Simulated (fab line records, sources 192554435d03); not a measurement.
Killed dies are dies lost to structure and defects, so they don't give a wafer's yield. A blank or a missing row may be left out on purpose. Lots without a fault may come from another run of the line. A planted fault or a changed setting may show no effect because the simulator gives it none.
Chamber matching | flow n5_finfet | N5_BEOL_M12_DEP_53 on pecvd-01: 3 sister chambers
The step deposits SiCN from 3MS/NH3, target thk 30 nm, time 10.5 s. 20 wafers are shown with their chamber, then 10 later ones without.

WAFERS WITH THEIR CHAMBER
wafer  | chamber | showerhead_vpp_V (V) | throttle_valve_pct (%) | showerhead_plenum_p_Torr (Torr)
L074.2 | 1       | 1680                 | 17.3                   | 4.132
L074.3 | 2       | 1625                 | 16.7                   | 4.147
L074.6 | 0       | 1542                 | 16.5                   | 4.136
L083.3 | 1       | 1679                 | 17.5                   | 4.133
L083.4 | 2       | 1610                 | 16.6                   | 4.142
L083.5 | 0       | 1583                 | 16.7                   | 4.119
L082.2 | 1       | 1668                 | 17.6                   | 4.119
L082.3 | 0       | 1492                 | 16.7                   | 4.117
L082.5 | 0       | 1516                 | 16.8                   | 4.111
L084.1 | 1       | 1697                 | 17.6                   | 4.123
L084.2 | 2       | 1611                 | 16.6                   | 4.173
L084.4 | 0       | 1585                 | 16.3                   | 4.127
L085.2 | 2       | 1591                 | 16.6                   | 4.141
L085.3 | 1       | 1684                 | 17.4                   | 4.122
L085.5 | 0       | 1519                 | 16.7                   | 4.126
L089.4 | 1       | 1665                 | 17.9                   | 4.128
L089.5 | 2       | 1578                 | 16.5                   | 4.149
L089.6 | 0       | 1543                 | 16.7                   | 4.131
L088.2 | 0       | 1543                 | 16.9                   | 4.125
L088.5 | 2       | 1618                 | 16.9                   | 4.157

SIGNATURES (means of the wafers above)
reading                  | chamber 0 | chamber 1 | chamber 2 | scatter within a chamber
showerhead_vpp_V         | 1540.38   | 1678.83   | 1605.50   | 23.6
throttle_valve_pct       | 16.663    | 17.550    | 16.650    | 0.18
showerhead_plenum_p_Torr | 4.12400   | 4.12617   | 4.15150   | 0.00885
Rule: a wafer's distance from a chamber is the root of the sum, over the readings, of the square of ((its reading less the chamber's mean) divided by the reading's scatter). The wafer belongs to the nearest chamber; if the next one is less than 2 further off, it can't be placed. The scatter: the root of (the sum of the squares of (reading less its chamber's mean) over the shown wafers, divided by (wafers less chambers)).

WAFERS WITHOUT THEIR CHAMBER
wafer  | showerhead_vpp_V (V) | throttle_valve_pct (%) | showerhead_plenum_p_Torr (Torr)
L088.6 | 1688                 | 17.1                   | 4.135
L090.1 | 1687                 | 17.3                   | 4.126
L090.2 | 1568                 | 16.5                   | 4.125
L090.6 | 1620                 | 16.9                   | 4.161
L094.1 | 1662                 | 17.3                   | 4.126
L094.5 | 1627                 | 16.8                   | 4.158
L094.6 | 1699                 | 17.3                   | 4.132
L097.1 | 1580                 | 16.8                   | 4.149
L097.3 | 1616                 | 16.9                   | 4.143
L097.5 | 1583                 | 16.8                   | 4.131

WHICH CHAMBER EACH WENT THROUGH
wafer  | from the rows above     | in truth
L088.6 | can't be placed: 1 or 2 | 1
L090.1 | 1                       | 1
L090.2 | 0                       | 0
L090.6 | 2                       | 2
L094.1 | 1                       | 1
L094.5 | 2                       | 2
L094.6 | 1                       | 1
L097.1 | can't be placed: 2 or 0 | 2
L097.3 | 2                       | 2
L097.5 | can't be placed: 0 or 2 | 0
Placed correctly: 7 of 10. Can't be placed from these rows: 3 (the true chamber is among the candidates in 3). Placed wrongly: 0.
